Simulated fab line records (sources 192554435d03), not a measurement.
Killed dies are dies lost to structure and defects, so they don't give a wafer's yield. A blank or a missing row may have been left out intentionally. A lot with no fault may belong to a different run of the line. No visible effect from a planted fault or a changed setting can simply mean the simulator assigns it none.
fab line records | flow n5Finfet
record lots=8 | wafers=24 | lastDay=18
route steps=1938 shown BEOL_M2@878 BEOL_M4@1111 PASSIVATION@1936
lots with no fault: from the same line, run without faults
startH: hours from the record's opening day to when the first of the lot's shown wafers began | waitH: time in hours since the lot's previous step | " unchanged from the row above | L1.1+2: one row covering several wafers at once | - no value present, or no start provided | * or withheld: withheld | < > ~ a bound
route shown NAME@n: names a module that has steps shown in the file, with the first one's number in the route | usual: the fault-free wafers' mean and standard deviation | same: alike in all rows | chamber/n: place in a boat | sites: per-site readings | _std_site: their standard deviation | _edge_site: outer sites' mean less inner sites' | radiusMm: how far each site lies from the wafer's centre | mask NAME#n: copy n | behind: the tool/chamber that last shaped the wafer | hold: reason for holding the lot/hours on hold/outcome of the hold | device: the transistor (n, p or np) that didn't switch | end of line: the same wafers' tests at the end of the route | a step given without rows: its recipe and nothing more | killed: dies that structure and defects cost at the first sort, which is not the same as the wafer's yield | map: shows each die of a wafer: x if killed, . if not, _ if none is there
set.NAME: the setting the step ran with; set.NAME@STEP: the setting that earlier step ran with | model.NAME: the simulator's own value behind a step, which no gauge read
one table for each step of the route and one row for each wafer, over a sample of lots
services: when a tool's chamber went out of use (startH, in hours from the record's first day, below 0 if earlier), for how many hours, and the reason
## steps
# step N5_BEOL_M2_INSPECT_30
# recipe mode=adi | inspectInstrument=brightfield
# usual rawDefectCount=399/96
lot.wafer | tool             | chamber | startH | waitH | rawDefectCount
L603.1    | defectInspect-01 | -       | 143.90 | 0.1   | 222
L603.4    | "                | -       | "      | "     | 297
L603.6    | "                | -       | "      | "     | 420
L604.3    | defectInspect-02 | -       | 148.27 | 0.0   | 518
L604.5    | "                | -       | "      | "     | 293
L604.6    | "                | -       | "      | "     | 294
L612.3    | defectInspect-02 | -       | 200.06 | 0.0   | 295
L612.4    | "                | -       | "      | "     | 270
L612.5    | "                | -       | "      | "     | 208
L614.1    | defectInspect-02 | -       | 212.44 | 0.1   | 345
L614.3    | "                | -       | "      | "     | 525
L614.5    | "                | -       | "      | "     | 311
L619.3    | defectInspect-01 | -       | 244.15 | 0.0   | 610
L619.5    | "                | -       | "      | "     | 415
L619.6    | "                | -       | "      | "     | 394
L620.2    | defectInspect-02 | -       | 245.20 | 0.1   | 453
L620.3    | "                | -       | "      | "     | 733
L620.6    | "                | -       | "      | "     | 348
L622.1    | defectInspect-01 | -       | 262.03 | 0.1   | 400
L622.5    | "                | -       | "      | "     | 315
L622.6    | "                | -       | "      | "     | 334
L623.1    | defectInspect-02 | -       | 269.58 | 0.1   | 412
L623.4    | "                | -       | "      | "     | 414
L623.5    | "                | -       | "      | "     | 481
# step N5_BEOL_M2_ETCH_77
# recipe chemistry=N2/H2 | target=underlayer | targetDepthA=65 | maskMaterial=CAR-EUV | timeS=5.2 | ionEnergyEv=200 | pressureMtorr=30 | sourceW=840 | biasW=150 | n2FlowSccm=200 | h2FlowSccm=200 | ends=cleared
# usual drypumpMotorCurrentA=5.6/0.61 | etchRfOnTimeS=5.18/0.11 | oesProductAu=0.67/0.074 | rfVppV=523.0/2.7 | showerheadPlenumPTorr=2.52/0.076 | throttleValvePct=17.8/0.3
lot.wafer | tool       | chamber | startH | waitH | drypumpMotorCurrentA | etchRfOnTimeS | oesProductAu | rfHoursCounterH | rfVppV | showerheadPlenumPTorr | throttleValvePct
L603.1    | rieDiel-01 | 1       | 143.97 | 0.0   | 5.1                  | 5.20          | 0.65         | 149             | 520.8  | 2.55                  | 17.8
L603.4    | "          | 3       | "      | "     | 5.3                  | 5.31          | 0.59         | 234             | 521.3  | 2.52                  | 18.1
L603.6    | "          | 2       | "      | "     | 6.4                  | 4.93          | 0.74         | -               | 526.1  | 2.57                  | 17.3
L604.3    | rieDiel-06 | 2       | 148.76 | 0.0   | 6.7                  | 5.14          | 0.57         | 235             | 521.2  | 2.41                  | 17.9
L604.5    | "          | 1       | "      | "     | 4.9                  | 5.15          | 0.66         | -               | 520.7  | 2.45                  | 18.1
L604.6    | "          | 2       | "      | "     | 6.7                  | 5.19          | 0.57         | -               | 521.2  | 2.41                  | 17.9
L612.3    | rieDiel-05 | 3       | 200.13 | 0.0   | 6.0                  | 5.18          | 0.61         | 208             | 528.8  | 2.62                  | 18.2
L612.4    | "          | 0       | "      | "     | 6.1                  | 5.12          | 0.75         | -               | 523.2  | 2.48                  | 17.6
L612.5    | "          | 3       | "      | "     | 6.1                  | 5.20          | 0.59         | -               | 525.6  | 2.62                  | 18.2
L614.1    | rieDiel-05 | 3       | 212.51 | 0.0   | 6.1                  | 5.18          | 0.60         | 214             | 526.6  | 2.62                  | 18.2
L614.3    | "          | 1       | "      | "     | 5.7                  | 5.20          | 0.59         | 253             | 523.0  | 2.49                  | 18.0
L614.5    | "          | 0       | "      | "     | 6.1                  | 5.18          | 0.75         | -               | 523.8  | 2.48                  | 17.5
L619.3    | rieDiel-06 | 1       | 244.92 | 0.0   | 4.9                  | 5.22          | 0.63         | 181             | 520.5  | 2.43                  | 18.1
L619.5    | "          | 2       | "      | "     | 6.6                  | 5.16          | 0.81         | -               | 530.4  | 2.72                  | 17.6
L619.6    | "          | 1       | "      | "     | 4.9                  | 5.19          | 0.64         | -               | 520.4  | 2.43                  | 18.2
L620.2    | rieDiel-01 | 2       | 245.35 | 0.0   | 6.4                  | 4.99          | 0.70         | 92              | 523.7  | 2.56                  | 17.3
L620.3    | "          | 0       | "      | "     | 4.9                  | 5.21          | 0.67         | 133             | 520.5  | 2.45                  | 18.0
L620.6    | "          | 0       | "      | "     | 4.9                  | 5.24          | 0.67         | -               | 520.6  | 2.45                  | 18.0
L622.1    | rieDiel-06 | 0       | 262.10 | 0.0   | 5.6                  | 5.09          | 0.64         | 188             | 524.9  | 2.52                  | 17.8
L622.5    | "          | 1       | "      | "     | 4.9                  | 5.23          | 0.62         | -               | 520.2  | 2.43                  | 18.2
L622.6    | "          | 0       | "      | "     | 5.6                  | 5.08          | 0.65         | -               | 522.1  | 2.52                  | 17.8
L623.1    | rieDiel-01 | 3       | 269.65 | 0.0   | 5.2                  | 5.31          | 0.77         | 24              | 521.4  | 2.51                  | 17.7
L623.4    | "          | 2       | "      | "     | 6.5                  | 5.01          | 0.69         | -               | 523.0  | 2.55                  | 17.4
L623.5    | "          | 0       | "      | "     | 4.9                  | 5.27          | 0.65         | -               | 518.3  | 2.45                  | 18.0
# step N5_BEOL_M2_STRIP_36
# recipe chemistry=N2/H2 | powerW=450 | tempC=40 | pressureMtorr=20 | rfFrequencyHz=6e+07 | overashFraction=0.3 | biasPowerW=7 | h2Frac=0.5 | n2FlowSccm=200 | h2FlowSccm=200
# usual biasPowerW=6.998/0.02 | chamberPressureMTorr=20.00/0.034 | drypumpMotorCurrentA=5.5/0.59 | oesProductAu=0.79/0.092 | rfVppV=59.3/1.4 | showerheadPlenumPTorr=2.52/0.07 | throttleValvePct=23.6/0.36
lot.wafer | tool       | chamber | startH | waitH | biasPowerW | chamberPressureMTorr | drypumpMotorCurrentA | oesProductAu | rfHoursCounterH | rfVppV | showerheadPlenumPTorr | throttleValvePct
L603.1    | rieDiel-06 | 2       | 146.33 | 0.0   | 7.039      | 19.96                | 6.6                  | 0.69         | 234             | 57.2   | 2.41                  | 23.7
L603.4    | "          | 0       | "      | "     | 7.001      | 19.95                | 5.6                  | 0.80         | 152             | 61.3   | 2.54                  | 23.4
L603.6    | "          | 3       | "      | "     | 7.003      | 19.97                | 5.5                  | 0.70         | -               | 56.9   | 2.44                  | 24.2
L604.3    | rieDiel-06 | 1       | 154.46 | 0.0   | 6.933      | 20.00                | 4.9                  | 0.77         | 143             | 59.2   | 2.44                  | 23.8
L604.5    | "          | 3       | "      | "     | 7.008      | 20.05                | 5.4                  | 0.69         | -               | 60.5   | 2.43                  | 24.2
L604.6    | "          | 0       | "      | "     | 7.007      | 20.00                | 5.6                  | 0.77         | -               | 58.6   | 2.53                  | 23.4
L612.3    | rieDiel-01 | 0       | 207.48 | 0.0   | 7.002      | 20.04                | 4.9                  | 0.80         | 119             | 58.2   | 2.45                  | 23.7
L612.4    | "          | 1       | "      | "     | 6.984      | 19.97                | 5.1                  | 0.74         | 172             | 59.5   | 2.53                  | 23.7
L612.5    | "          | 0       | "      | "     | 6.986      | 20.06                | 4.9                  | 0.79         | -               | 55.7   | 2.45                  | 23.7
L614.1    | rieDiel-06 | 2       | 214.33 | 0.0   | 7.005      | 20.01                | 6.6                  | 1.00         | 2               | 57.9   | 2.72                  | 23.5
L614.3    | "          | 3       | "      | "     | 6.996      | 19.99                | 5.5                  | 0.67         | 235             | 58.0   | 2.42                  | 24.3
L614.5    | "          | 3       | "      | "     | 6.986      | 19.97                | 5.4                  | 0.68         | -               | 59.3   | 2.42                  | 24.3
L619.3    | rieDiel-01 | 1       | 246.16 | 0.0   | 7.013      | 20.01                | 5.0                  | 0.72         | 186             | 59.4   | 2.53                  | 23.7
L619.5    | "          | 2       | "      | "     | 7.000      | 19.99                | 6.5                  | 0.80         | -               | 56.9   | 2.55                  | 22.9
L619.6    | "          | 3       | "      | "     | 7.038      | 19.94                | 5.2                  | 0.93         | -               | 60.3   | 2.51                  | 23.6
L620.2    | rieDiel-06 | 1       | 260.38 | 0.0   | 6.987      | 20.01                | 4.9                  | 0.73         | 187             | 60.3   | 2.42                  | 23.9
L620.3    | "          | 1       | "      | "     | 6.982      | 20.00                | 4.9                  | 0.74         | -               | 58.3   | 2.42                  | 23.8
L620.6    | "          | 1       | "      | "     | 6.984      | 19.93                | 4.9                  | 0.73         | -               | 59.5   | 2.42                  | 23.9
L622.1    | rieDiel-01 | 0       | 263.61 | 0.0   | 6.976      | 20.00                | 4.9                  | 0.78         | 139             | 58.4   | 2.44                  | 23.7
L622.5    | "          | 0       | "      | "     | 6.966      | 20.00                | 4.9                  | 0.78         | -               | 58.2   | 2.44                  | 23.8
L622.6    | "          | 1       | "      | "     | 6.996      | 20.01                | 5.0                  | 0.72         | -               | 58.4   | 2.52                  | 23.7
L623.1    | rieDiel-01 | 0       | 275.41 | 0.0   | 7.023      | 20.04                | 4.9                  | 0.78         | 144             | 57.7   | 2.44                  | 23.7
L623.4    | "          | 2       | "      | "     | 6.997      | 19.96                | 6.4                  | 0.81         | 102             | 58.7   | 2.55                  | 23.0
L623.5    | "          | 2       | "      | "     | 7.010      | 20.01                | 6.4                  | 0.81         | -               | 59.2   | 2.55                  | 22.9
# step N5_BEOL_M2_HM_STRIP_39
# recipe chemistry=peroxideTinStrip | material=TiN | targetDepthA=250 | tempC=50 | timeS=158
# usual bathGuardTempC=49.9/0.51 | bathHeatDutyPct=7.2/0.85 | timeS=158/0
lot.wafer | tool        | chamber | startH | waitH | bathGuardTempC | bathHeatDutyPct | timeS
L603.1    | wetBench-04 | 1       | 146.56 | 0.0   | 49.5           | 6.1             | 158
L603.4    | "           | 7       | "      | "     | 49.9           | 8.2             | 158
L603.6    | "           | 3       | "      | "     | 50.2           | 6.7             | 158
L604.3    | wetBench-02 | 1       | 154.68 | 0.0   | 49.7           | 7.2             | 158
L604.5    | "           | 5       | "      | "     | 49.9           | 9.2             | 158
L604.6    | "           | 6       | "      | "     | 49.7           | 7.1             | 158
L612.3    | wetBench-02 | 6       | 207.70 | 0.0   | -              | -               | -
L612.4    | "           | 5       | "      | "     | -              | -               | -
L612.5    | "           | 1       | "      | "     | -              | -               | -
L614.1    | wetBench-04 | 5       | 214.56 | 0.0   | -              | -               | -
L614.3    | "           | 0       | "      | "     | -              | -               | -
L614.5    | "           | 3       | "      | "     | -              | -               | -
L619.3    | wetBench-04 | 1       | 246.39 | 0.0   | 49.0           | 7.2             | 158
L619.5    | "           | 7       | "      | "     | 49.9           | 7.6             | 158
L619.6    | "           | 5       | "      | "     | 49.5           | 6.4             | 158
L620.2    | wetBench-03 | 1       | 260.69 | 0.0   | 51.0           | 7.3             | 158
L620.3    | "           | 7       | "      | "     | 48.9           | 7.9             | 158
L620.6    | "           | 0       | "      | "     | 50.4           | 6.7             | 158
L622.1    | wetBench-04 | 1       | 263.84 | 0.0   | 49.5           | 7.0             | 158
L622.5    | "           | 0       | "      | "     | 50.0           | 8.3             | 158
L622.6    | "           | 5       | "      | "     | 49.6           | 6.4             | 158
L623.1    | wetBench-04 | 1       | 275.63 | 0.0   | 49.1           | 7.6             | 158
L623.4    | "           | 2       | "      | "     | 49.8           | 6.2             | 158
L623.5    | "           | 6       | "      | "     | 49.4           | 5.9             | 158
# step N5_BEOL_M2_CMP_52
# recipe stopOn=SiOC | tOverpolishS=6.8 | downForcePsi=1 | platenRpm=50 | clearingPlatenDownForcePsi=1.5 | clearingPlatenRpm=50 | postCmpClean=cuAlkaline | targetThkNm=40 | clearingPlatenPadVelocityMS=0.99484 | padVelocityMS=0.99484
# usual barrierFieldEndpointS=24.5/0.72 | motorCurrentA=5.9/0.69
lot.wafer | tool   | chamber | startH | waitH | barrierFieldEndpointS | motorCurrentA
L603.1    | cmp-02 | 1       | 149.93 | 0.3   | 23.8                  | 5.2
L603.4    | "      | 0       | "      | "     | 23.6                  | 5.9
L603.6    | "      | 1       | "      | "     | 24.7                  | 5.0
L604.3    | cmp-01 | 1       | 158.43 | 0.2   | 24.2                  | 6.6
L604.6    | "      | 3       | "      | "     | 23.8                  | 6.4
L604.5    | "      | 0       | "      | "     | 23.8                  | 5.3
L612.3    | cmp-02 | 0       | 210.80 | 0.2   | 32.1                  | 5.6
L612.4    | "      | 2       | "      | "     | 32.2                  | 5.6
L612.5    | "      | 1       | "      | "     | 32.5                  | 4.9
L614.3    | cmp-01 | 0       | 219.66 | 0.6   | 31.8                  | 5.3
L614.1    | "      | 2       | "      | "     | 32.7                  | 6.9
L614.5    | "      | 1       | "      | "     | 32.3                  | 6.5
L619.3    | cmp-03 | 3       | 251.30 | 0.2   | 24.0                  | 5.4
L619.6    | "      | 3       | "      | "     | 24.7                  | 5.6
L619.5    | "      | 0       | "      | "     | 25.4                  | 6.8
L620.3    | cmp-03 | 1       | 263.91 | 0.2   | 23.9                  | 5.5
L620.2    | "      | 3       | "      | "     | 24.2                  | 5.6
L620.6    | "      | 2       | "      | "     | 25.5                  | 5.9
L622.1    | cmp-03 | 3       | 267.10 | 0.3   | 24.4                  | 5.0
L622.5    | "      | 3       | "      | "     | 25.0                  | 5.4
L622.6    | "      | 0       | "      | "     | 25.7                  | 6.8
L623.4    | cmp-02 | 0       | 279.03 | 0.1   | 25.6                  | 5.9
L623.1    | "      | 2       | "      | "     | 25.0                  | 5.2
L623.5    | "      | 0       | "      | "     | 25.0                  | 6.1
# step N5_BEOL_M4_RC_MEAS_101
# usual DIBL_N=36.0/1.8 | DIBL_P=36.3/2.4 | IOFF_N=0.16/0.035 | IOFF_P=0.21/0.036 | ION_N=673/13 | ION_P=461/7.2 | SS_N=71.4/0.6 | SS_P=73.2/0.7 | VT_N=250/4 | VT_P=-250.9/2.9
lot.wafer | tool      | chamber | startH | waitH | DIBL_N[mV/V] | DIBL_P[mV/V] | IOFF_N[nA/um] | IOFF_P[nA/um] | ION_N[uA/um] | ION_P[uA/um] | SS_N[mV/dec] | SS_P[mV/dec] | VT_N[mV] | VT_P[mV]
L603.1    | prober-02 | 0       | 188.25 | 0.0   | 36.7         | 38.2         | 0.19          | 0.25          | 675          | 465          | 72.5         | 73.7         | 248      | -248.4
L603.4    | "         | 0       | "      | "     | 34.7         | 33.9         | 0.14          | 0.17          | 666          | 457          | 72.2         | 72.5         | 250      | -252.9
L603.6    | "         | 0       | "      | "     | 39.2         | 41.4         | 0.25          | 0.32          | 693          | 473          | 72.8         | 74.6         | 242      | -245.7
L604.3    | prober-01 | 0       | 191.50 | 0.3   | 36.3         | 37.4         | 0.17          | 0.21          | 683          | 462          | 71.5         | 73.8         | 248      | -249.2
L604.5    | "         | 0       | "      | "     | 35.8         | 37.5         | 0.16          | 0.22          | 672          | 468          | 70.7         | 72.9         | 250      | -247.8
L604.6    | "         | 0       | "      | "     | 38.5         | 40.0         | 0.23          | 0.26          | 702          | 475          | 71.8         | 73.9         | 245      | -246.1
L612.3    | prober-02 | 0       | 244.31 | 0.3   | 36.3         | 37.7         | 0.18          | 0.22          | 682          | 457          | 71.2         | 74.1         | 248      | -251.5
L612.4    | "         | 0       | "      | "     | 34.5         | 34.6         | 0.15          | 0.18          | 671          | 456          | 70.8         | 72.5         | 248      | -252.5
L612.5    | "         | 0       | "      | "     | 36.6         | 37.1         | 0.19          | 0.21          | 683          | 464          | 71.7         | 73.6         | 244      | -253.3
L614.1    | prober-01 | 0       | 248.08 | 0.0   | 35.0         | 33.1         | 0.12          | 0.16          | 660          | 450          | 70.9         | 73.1         | 254      | -254.4
L614.3    | "         | 0       | "      | "     | 38.4         | 38.1         | 0.20          | 0.23          | 671          | 455          | 72.2         | 73.1         | 248      | -248.3
L614.5    | "         | 0       | "      | "     | 38.7         | 39.4         | 0.20          | 0.25          | 673          | 459          | 71.8         | 74.1         | 248      | -248.3
L619.3    | prober-02 | 0       | 280.20 | 0.3   | 35.5         | 37.7         | 0.18          | 0.22          | 683          | 467          | 70.6         | 73.8         | 247      | -248.6
L619.5    | "         | 0       | "      | "     | 34.0         | 35.7         | 0.14          | 0.19          | 682          | 469          | 71.1         | 72.9         | 251      | -251.5
L619.6    | "         | 0       | "      | "     | 36.1         | 37.6         | 0.17          | 0.23          | 680          | 457          | 71.8         | 73.7         | 247      | -248.3
L620.2    | prober-01 | 0       | 286.77 | 0.2   | 37.1         | 38.5         | 0.16          | 0.23          | 678          | 465          | 71.7         | 73.3         | 251      | -248.7
L620.3    | "         | 0       | "      | "     | 35.1         | 35.2         | 0.12          | 0.20          | 664          | 463          | 71.3         | 72.1         | 257      | -251.2
L620.6    | "         | 0       | "      | "     | 37.7         | 38.7         | 0.17          | 0.24          | 680          | 470          | 71.9         | 73.4         | 250      | -249.4
L622.1    | prober-02 | 0       | 286.98 | 0.0   | 36.0         | 35.9         | 0.15          | 0.20          | 675          | 461          | 71.1         | 74.0         | 252      | -250.9
L622.5    | "         | 0       | "      | "     | 33.0         | 32.7         | 0.11          | 0.16          | 668          | 459          | 70.9         | 73.1         | 253      | -252.0
L622.6    | "         | 0       | "      | "     | 37.4         | 36.6         | 0.16          | 0.21          | 667          | 457          | 71.4         | 73.7         | 253      | -251.4
L623.1    | prober-01 | 0       | 316.37 | 0.0   | 36.3         | 34.9         | 0.15          | 0.20          | 679          | 465          | 71.5         | 73.1         | 246      | -251.2
L623.4    | "         | 0       | "      | "     | 36.6         | 36.3         | 0.15          | 0.22          | 671          | 459          | 70.9         | 73.6         | 249      | -251.9
L623.5    | "         | 0       | "      | "     | 35.2         | 33.6         | 0.13          | 0.17          | 661          | 450          | 71.0         | 71.9         | 250      | -253.3
# step N5_PASSIVATION_PROBE_49
# usual defectLimitedYield=91.2/1.4 | killed_at_M0_to_M3=35/11 | killed_at_M4_up=14/5.6 | killedAtContacts=12/5.6 | killedAtFrontEnd=38/11 | killedAtOther=4/3.4 | killedDies=103/17 | killedOpen=68/12 | killedShort=33/8.8 | sort_bin_4_leakage=0.00/0.007 | sort_bin_5_function=5.1/0.89 | sort_bin_6_memory=3.3/0.71 | sortNPass=1077/17 | sortYieldPct=91.2/1.4
# same grossDies=1180 | killedAtBackSide=0 | sort_bin_8_speed[%]=0
lot.wafer | tool      | chamber | startH | waitH | defectLimitedYield[%] | killed_at_M0_to_M3 | killed_at_M4_up | killedAtContacts | killedAtFrontEnd | killedAtOther | killedDies | killedOpen | killedShort | sort_bin_4_leakage[%] | sort_bin_5_function[%] | sort_bin_6_memory[%] | sortNPass | sortYieldPct[%]
L612.3    | prober-01 | -       | 352.71 | 0.1   | 91.3                  | 50                 | 17              | 4                | 29               | 3             | 103        | 59         | 18          | 0                     | 5.7                    | 2.9                  | 1077      | 91.3
L612.4    | prober-01 | -       | 352.76 | 0.2   | 89.8                  | 69                 | 9               | 10               | 31               | 1             | 120        | 55         | 25          | 0                     | 6.7                    | 3.4                  | 1060      | 89.8
L612.5    | prober-01 | -       | 352.81 | 0.2   | 92.3                  | 60                 | 8               | 3                | 20               | 0             | 91         | 42         | 15          | 0                     | 4.1                    | 3.6                  | 1089      | 92.3
L614.1    | prober-02 | -       | 357.23 | 0.0   | 89.4                  | 79                 | 8               | 8                | 28               | 2             | 125        | 63         | 32          | 0                     | 5.8                    | 4.5                  | 1055      | 89.4
L614.3    | prober-02 | -       | 357.33 | 0.1   | 88.6                  | 64                 | 10              | 23               | 35               | 3             | 135        | 75         | 36          | 0                     | 6.8                    | 4.3                  | 1045      | 88.6
L614.5    | prober-02 | -       | 357.43 | 0.2   | 88.4                  | 83                 | 8               | 9                | 35               | 2             | 137        | 82         | 18          | 0                     | 6.4                    | 4.6                  | 1043      | 88.4
# killed by level:class
L612.3 BEOL_M2:interfaceVoidOpened=25 FIN_SAQP:geometricParticle:open=7 STI_FIN_REVEAL:geometricParticle:open=6 BEOL_M3:geometricParticle:open=6 BEOL_M0_SAQP:geometricParticle:open=5 MOL_CONTACT_COAG:geometricParticle:open=4 BEOL_M6:geometricParticle:short=4 BEOL_M0_SAQP:geometricParticle:short=4
L612.4 BEOL_M2:interfaceVoidOpened=40 FIN_SAQP:geometricParticle:open=14 BEOL_M2:geometricParticle:open=12 FIN_SAQP:geometricParticle:short=7 MOL_CONTACT_COAG:geometricParticle:open=7 BEOL_M3:geometricParticle:open=5 BEOL_M0_SAQP:geometricParticle:open=4 MOL_CONTACT_COAG:geometricParticle:short=3
L612.5 BEOL_M2:interfaceVoidOpened=31 BEOL_M2:geometricParticle:open=8 FIN_SAQP:geometricParticle:open=6 BEOL_M0:geometricParticle:open=6 FIN_SAQP:geometricParticle:short=5 BEOL_M3:geometricParticle:open=4 BEOL_M5:geometricParticle:open=3 ILD0:geometricParticle:short=2
L614.1 BEOL_M2:interfaceVoidOpened=29 BEOL_M0_SAQP:geometricParticle:open=15 BEOL_M0_SAQP:geometricParticle:short=9 BEOL_M1:geometricParticle:open=9 BEOL_M3:geometricParticle:open=9 FIN_SAQP:geometricParticle:short=8 MOL_CONTACT_COAG:geometricParticle:open=7 FIN_SAQP:geometricParticle:open=5
L614.3 BEOL_M2:interfaceVoidOpened=21 MOL_CONTACT_COAG:geometricParticle:open=15 STI_FIN_REVEAL:geometricParticle:open=12 BEOL_M2:geometricParticle:open=11 BEOL_M0_SAQP:geometricParticle:short=10 MOL_CONTACT_COAG:geometricParticle:short=8 BEOL_M3:geometricParticle:open=8 BEOL_M0_SAQP:geometricParticle:open=7
L614.5 BEOL_M2:interfaceVoidOpened=32 BEOL_M3:geometricParticle:open=15 BEOL_M2:geometricParticle:open=11 FIN_SAQP:geometricParticle:open=10 MOL_CONTACT_COAG:geometricParticle:open=8 DUMMY_GATE:geometricParticle:open=7 BEOL_M0_SAQP:geometricParticle:short=7 BEOL_M1:geometricParticle:open=7
## services
tool        | chamber | startH | hours | kind
cmp-02      | -       | 127.72 | 4.6   | pm
cmp-01      | -       | 132.22 | 4.6   | pm
cmp-02      | -       | 136.03 | 4.0   | pm
wetBench-02 | -       | 146.14 | 2.6   | repair
rieDiel-05  | -       | 147.49 | 16.3  | repair
rieDiel-01  | 1       | 164.18 | 2.6   | repair
cmp-01      | -       | 178.17 | 4.0   | pm
rieDiel-01  | 3       | 181.79 | -     | clean
rieDiel-01  | 3       | 181.79 | -     | consumableReplace:focusRing
rieDiel-01  | 3       | 181.79 | 19.2  | scheduledDown
rieDiel-01  | 3       | 181.79 | 19.2  | ventCycle
cmp-01      | -       | 183.39 | 0.2   | repair
rieDiel-06  | 2       | 186.97 | -     | clean
rieDiel-06  | 2       | 186.97 | -     | consumableReplace:focusRing
rieDiel-06  | 2       | 186.97 | -     | consumableReplace:showerhead
rieDiel-05  | -       | 220.37 | 0.1   | repair
wetBench-02 | -       | 232.73 | 0.5   | repair
cmp-01      | -       | 240.40 | 0.8   | repair
cmp-03      | -       | 240.84 | 7.0   | pm
rieDiel-05  | -       | 242.12 | 2.8   | pm
rieDiel-05  | 0       | 249.32 | 13.7  | repair
cmp-01      | -       | 262.66 | 2.6   | repair
rieDiel-01  | 1       | 266.36 | 5.0   | repair
cmp-01      | -       | 269.90 | 1.7   | repair
## key
firstSign step=N5_BEOL_M2_HM_STRIP_39 | reading=toolRecord | direction=missing
effect step=N5_BEOL_M2_CMP_52 | reading=barrierFieldEndpointS | direction=up | sigmas=11 | usual=24.5 | struck=32.3
effect step=N5_PASSIVATION_PROBE_49 | reading=killed_at_M0_to_M3 | direction=up | sigmas=3.1 | usual=35 | struck=68
metAt N5_BEOL_M2_HM_STRIP_39
struckLots L612,L614
notActingAt N5_BEOL_M2_INSPECT_30,N5_BEOL_M2_ETCH_77,N5_BEOL_M2_STRIP_36
onsetBetween 154.68 207.70
fault kind=skippedStepWhole | tool=wetBench-02,wetBench-04 | chamber=- | onsetH=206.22 | steps=N5_BEOL_M2_HM_STRIP_39 | scope=struckLotsOnly
